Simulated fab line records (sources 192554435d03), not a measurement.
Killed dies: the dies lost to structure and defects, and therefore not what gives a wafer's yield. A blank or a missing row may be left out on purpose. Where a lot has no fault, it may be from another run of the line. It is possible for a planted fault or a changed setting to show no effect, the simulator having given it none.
The tool behind it: which one?	flow n5 finfet	31 wafers from 11 lots sampled at 5 of the route's 1938 steps

== WHAT THE GAUGES SHOWED, per wafer ==
The record lacks any reading of a measuring or inspecting step that a usual standard deviation could be used to judge.

== WHICH TOOL RAN EACH LOT (tool, then ch and the chambers of the sampled wafers, then the start) ==
lot	N5_BEOL_M6_DESCUM_33	N5_BEOL_M6_ETCH_65	N5_BEOL_M6_ETCH_41	N5_BEOL_M7_ILD_DEP_00	N5_PASSIVATION_PROBE_49
L206	rie diel-05 ch 0,3, day 9 00:29	rie diel-05 ch 0,3, day 9 00:34	rie diel-05 ch 0,3, day 9 05:45 or earlier	pecvd-02 ch 0,1,2, day 9 05:45	-
L210	rie diel-04 ch 0,2,3, day 10 03:59	rie diel-04 ch 0,2,3, day 10 04:02	rie diel-04 ch 0,2,3, day 10 08:43 or earlier	pecvd-01 ch 0,2, day 10 08:43	-
L215	rie diel-05 ch 1,2, day 11 10:52	rie diel-05 ch 1,2, day 11 10:55	rie diel-05 ch 1,2, day 11 13:38 or earlier	pecvd-02 ch 0,1,2, day 11 13:38	-
L217	rie diel-04 ch 0,1,2, day 11 11:29	rie diel-04 ch 0,1,2, day 11 11:32	rie diel-04 ch 0,1,2, day 11 15:59 or earlier	pecvd-02 ch 0,1,2, day 11 15:59	-
L218	rie diel-05 ch 0,1,2, day 12 20:38	rie diel-05 ch 0,1,2, day 12 20:41	rie diel-05 ch 0,1,2, day 13 01:25 or earlier	pecvd-02 ch 1,2, day 13 01:25	-
L221	rie diel-06 ch 1,2,3, day 12 20:41	rie diel-06 ch 1,2,3, day 12 20:44	rie diel-06 ch 1,2,3, day 13 01:37 or earlier	pecvd-01 ch 0,1,2, day 13 01:37	prober-02, day 16 09:41
L220	rie diel-06 ch 0,1, day 13 03:24	rie diel-06 ch 0,1, day 13 03:27	rie diel-06 ch 0,1, day 13 08:13 or earlier	pecvd-02 ch 0,2, day 13 08:13	-
L225	rie diel-04 ch 1,2, day 14 15:44	rie diel-04 ch 1,2, day 14 15:47	rie diel-04 ch 1,2, day 14 18:54 or earlier	pecvd-04 ch 1,2, day 14 18:54	-
L226	rie diel-06 ch 0,2, day 14 19:31	rie diel-06 ch 0,2, day 14 19:34	rie diel-06 ch 0,2, day 14 23:35 or earlier	pecvd-04 ch 0,1, day 14 23:35	prober-01, day 18 05:21
L227	rie diel-06 ch 0,1,3, day 15 15:35	rie diel-06 ch 0,1,3, day 15 15:38	rie diel-06 ch 0,1,3, day 15 19:04 or earlier	pecvd-04 ch 1,2, day 15 19:04	-
L229	rie diel-06 ch 1,2, day 15 17:17	rie diel-06 ch 1,2, day 15 17:21	rie diel-06 ch 1,2, day 15 21:55 or earlier	pecvd-01 ch 1,2, day 15 21:55	-
- N5_BEOL_M6_DESCUM_33: chemistry O2, time 7 s.
- N5_BEOL_M6_ETCH_65: etches SiARC in CF4, target depth 15.6 nm, time 26 s.
- N5_BEOL_M6_ETCH_41: etches SiCN in CH3F/O2, target depth 29.7 nm, time 52 s.
- N5_BEOL_M7_ILD_DEP_00: deposits SiCOH lowk from DEMS/porogen, target thk 179.75 nm, time 33.4 s.
- N5_PASSIVATION_PROBE_49

== WHAT THE TOOLS THEMSELVES READ (means of the sampled wafers that have a number; where no wafer has one, the mark that the record gives instead) ==
N5_BEOL_M6_DESCUM_33.
lot	tool	drypump motor current A (A)	oes product au (a.u.)	rf vpp V (V)	showerhead plenum p Torr (Torr)	throttle valve pct (%)
L206	rie diel-05	6.2	0.73	242.4	2.05	20.51
L210	rie diel-04	5.4	0.78	242.3	2.07	20.45
L215	rie diel-05	5.1	0.91	244.9	2.17	20.39
L217	rie diel-04	5.5	0.76	242.4	2.12	20.33
L218	rie diel-05	5.6	0.83	243.8	2.11	20.36
L221	rie diel-06	5.6	0.82	242.8	2.09	20.41
L220	rie diel-06	5.8	0.81	243.9	2.13	20.42
L225	rie diel-04	5.8	0.72	243.5	2.12	20.43
L226	rie diel-06	5.3	0.89	243.1	2.10	20.09
L227	rie diel-06	5.9	0.76	243.9	2.12	20.59
L229	rie diel-06	5.4	0.80	241.6	2.02	20.27

N5_BEOL_M6_ETCH_65.
lot	tool	bias w (W)	drypump motor current A (A)	etch rf on time s (s)	oes product au (a.u.)	rf vpp V (V)	showerhead plenum p Torr (Torr)	throttle valve pct (%)
L206	rie diel-05	35.99	6.1	26.5	0.62	184.3	2.10	15.73
L210	rie diel-04	36.02	5.4	25.3	0.68	182.9	2.13	15.63
L215	rie diel-05	36.04	5.2	25.3	0.78	185.2	2.22	15.48
L217	rie diel-04	35.90	5.5	25.8	0.65	183.9	2.17	15.52
L218	rie diel-05	35.96	5.6	25.9	0.71	184.1	2.16	15.52
L221	rie diel-06	35.98	5.6	26.1	0.69	183.6	2.13	15.51
L220	rie diel-06	35.99	5.8	25.8	0.70	184.9	2.20	15.74
L225	rie diel-04	35.97	5.8	25.6	0.62	185.3	2.17	15.62
L226	rie diel-06	36.03	5.3	25.2	0.77	183.5	2.16	15.28
L227	rie diel-06	35.86	5.9	25.9	0.65	185.0	2.17	15.80
L229	rie diel-06	36.00	5.4	25.8	0.69	182.6	2.07	15.42

N5_BEOL_M6_ETCH_41.
lot	tool	bias w (W)	drypump motor current A (A)	oes product au (a.u.)	rf vpp V (V)	showerhead plenum p Torr (Torr)	throttle valve pct (%)
L206	rie diel-05	75.10	6.1	0.72	296.5	1.96	16.43
L210	rie diel-04	75.13	5.5	0.78	296.8	1.98	16.36
L215	rie diel-05	75.04	5.1	0.92	299.3	2.08	16.22
L217	rie diel-04	74.92	5.5	0.77	297.5	2.03	16.23
L218	rie diel-05	75.12	5.6	0.82	298.7	2.02	16.24
L221	rie diel-06	75.13	5.5	0.81	297.6	1.98	16.18
L220	rie diel-06	74.73	5.8	0.81	298.5	2.05	16.40
L225	rie diel-04	74.84	5.8	0.73	298.6	2.03	16.36
L226	rie diel-06	75.01	5.2	0.90	297.4	2.00	15.93
L227	rie diel-06	75.09	5.9	0.76	297.5	2.03	16.49
L229	rie diel-06	75.09	5.3	0.81	295.9	1.92	16.10

N5_BEOL_M7_ILD_DEP_00.
lot	tool	heater power w (W)	showerhead plenum p Torr (Torr)	susceptor temp C (C)	throttle valve pct (%)
L206	pecvd-02	302	5.741	300.09	13.9
L210	pecvd-01	286	5.746	299.95	13.8
L215	pecvd-02	286	5.757	300.06	13.9
L217	pecvd-02	291	5.746	300.16	14.0
L218	pecvd-02	294	5.737	296.11	13.4
L221	pecvd-01	304	5.741	299.94	14.0
L220	pecvd-02	262	5.754	296.16	13.7
L225	pecvd-04	365	5.762	300.06	14.2
L226	pecvd-04	426	5.729	300.06	15.2
L227	pecvd-04	366	5.755	299.65	14.3
L229	pecvd-01	320	5.752	300.04	13.8

N5_PASSIVATION_PROBE_49.
lot	tool	defect limited yield (%)	killed_at_M0_to_M3	killed_at_M4_up	killed at contacts	killed at front end	killed at other	killed dies	killed open	killed short	sort_bin_5_function (%)	sort_bin_6_memory (%)	sort n pass	sort yield pct (%)
L221	prober-02	93.8	19	22	1	31	0.0	73	50	18	3.9	1.9	1107	93.8
L226	prober-01	91.3	29	16	16	38	4.0	103	73	28	5.4	3.0	1077	91.3

== THE ANSWER, worked out from the rows above alone ==
Rule: the lots themselves supply what counts as usual. Put in order of their means at a reading, lots are off if they are a third of the lots or fewer, leave a main group of 4 or more, and stand apart from it by a gap of 3 or more times the standard deviation of the main group's means; of several such gaps the widest counts. A main group is skipped when, at the precision printed for the reading in the tables above, its means are all equal. Also off: a lot with no number at a reading for which 4 or more lots have one. The other lots that the step has rows for count as sound. The gauges are gone through in route order, then the tools' own readings, and for those a lot's mean is taken as printed above. At the first step where some lot is off, the reading lying furthest off is the one used; lots without a number count as furthest.
Off: L218, L220 (N5_BEOL_M7_ILD_DEP_00, susceptor temp C). Mean 300.00 C and standard deviation 0.14 in the main group.
A tool fits if, at that step or a process step before it, it ran every lot that is off, and no sound lot after the first of them. Because N5_BEOL_M6_ETCH_41 lacks a start for some lots, the hours and order of its lots are taken from N5_BEOL_M7_ILD_DEP_00. One candidate fits, namely pecvd-02 at N5_BEOL_M7_ILD_DEP_00. Its last sound lot is L217 (day 11 15:59), its first lot that is off L218 (day 13 01:25): a fault that began between those two fits.
On the lots that are off, the tool's own readings at N5_BEOL_M7_ILD_DEP_00 differ by more than 5 times the standard deviation of the sound lots' means, which bears it out; susceptor temp C reads 296.13 C there versus 300.00 C on the sound lots.

== WHAT HAD BEEN PUT IN BY THE SIMULATOR ==
Drift in process parameters on pecvd-02 at N5_BEOL_M7_ILD_DEP_00, starting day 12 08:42. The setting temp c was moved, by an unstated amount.
Lots struck among those shown: L218, L220. Same finding as the rule above.
